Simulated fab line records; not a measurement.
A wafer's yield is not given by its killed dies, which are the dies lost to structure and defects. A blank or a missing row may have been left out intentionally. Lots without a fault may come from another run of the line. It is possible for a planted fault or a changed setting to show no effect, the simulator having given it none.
Comparing a struck lot with a sound one -- flow nand_harc -- 13 out of 1159 route steps
Sound: these wafers, L722.1, L722.2, L722.4. Struck: wafers L732.2, L732.4, L732.5. The cause is named last.
Per side, at each step with rows, come the tool, then ch with its chambers, and then its first start. Under that, the readings that differ: sound wafers -- struck wafers -- difference of the means -- sigmas: that difference in standard deviations of wafers without a fault.
alike: readings with means less than 2 such deviations apart, plus words and numbers identical on both sides. not compared: withheld readings, readings lacking a value on some wafer, bounds such as >300 that could conceal the same value, and numbers that have no deviation in the record and whose values overlap.
The two part at a step that has a row with sigmas, a row that says differs or no value, or rows on one side only. Numbers that don't overlap but have no deviation are shown without sigmas and don't part them. A reading that every wafer of one side lacks parts them only if that side has two wafers or more.

first, 1 step without rows for these wafers: NHARC_A_SLIT_SRD_20.
NHARC_A_SLIT_CD_MEAS_21:
  struck on cd_sem-03, day 18 01:40; sound on cd_sem-03, day 15 06:38
  alike: cd_nm
then, 3 steps without rows for these wafers: NHARC_A_SIN_REMOVE_WET_00 (chemistry H3PO4, time 15300 s); NHARC_A_SIN_REMOVE_PRECLEAN_01 (cleans in SC1); NHARC_A_SIN_REMOVE_SRD_02.
NHARC_A_SIN_REMOVE_INSPECT_04:
  struck on defect_inspect-01, day 18 09:17; sound on defect_inspect-02, day 15 13:41
  alike: raw_defect_count
NHARC_A_WL_FILL_ALD_00: deposits Al2O3, target thk 3 nm, pulse time 3 s, ald cycles 30.
  sound on ald_hk-01 ch 0,1,3, day 15 13:45; struck on ald_hk-04 ch 0,1,2, day 18 09:43
  alike: heater_power_w, precursor_pulse_height_rel
NHARC_A_WL_FILL_RTA_01: time 5 s.
  sound on rtp_anneal-02 ch 0, day 15 14:01; struck on rtp_anneal-02 ch 0, day 18 09:58
  alike: lamp_power_pct, lamp_zone_2_pct, wafer_temp_C_max
NHARC_A_WL_FILL_ALD_02: deposits TiN, target thk 2 nm, pulse time 3 s, ald cycles 100.
  sound on ald_metal-03 ch 0,2,3, day 15 14:14; struck on ald_metal-02 ch 0,1,2, day 18 10:09
  alike: heater_power_w, precursor_pulse_height_rel
NHARC_A_WL_FILL_CVD_03: deposits W, target thk 40 nm, time 3302 s.
  sound on cvd_w-01 ch 0,1, day 15 14:41; struck on cvd_w-01 ch 0, day 18 14:00
  alike: heater_power_w, throttle_valve_pct
NHARC_A_WL_FILL_ETCHBACK_04: etches the open film in NF3, target depth 60 nm, time 120 s.
  sound on rie_metal-03 ch 0,1, day 15 18:00; struck on rie_metal-02 ch 0,1, day 18 19:10
reading,sound,struck,difference,sigmas
oes_product_au (a.u.),0.997 0.992 1.008,0.757 0.746 0.753,-0.247,-34
  alike: drypump_motor_current_A
  not compared: rf_hours_counter_h
NHARC_A_WL_FILL_ETCHBACK_05: etches the open film in Cl2/BCl3, target depth 22 nm, time 60 s.
  sound on rie_metal-03 ch 0,1, day 15 18:15; struck on rie_metal-02 ch 0,1, day 18 19:25
  alike: drypump_motor_current_A, oes_product_au
  not compared: rf_hours_counter_h
-- the record jumps here: 4 days lie between the struck wafers' starts before and after (it left off in module A_WL_FILL and takes up again in module END, whose first step shown is number 1159 of the route) --
NHARC_END_SORT_01:
  here the record holds rows for the struck wafers (prober-01 ch 0, day 22 23:54) but none for the sound ones

== WHERE THEY PART ==
At NHARC_A_WL_FILL_ETCHBACK_04 first; at NHARC_END_SORT_01 last (within this record only).

WHY: what the simulator had put in
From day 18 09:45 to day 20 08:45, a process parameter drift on rie_metal-02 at NHARC_A_WL_FILL_ETCHBACK_04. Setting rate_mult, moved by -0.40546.
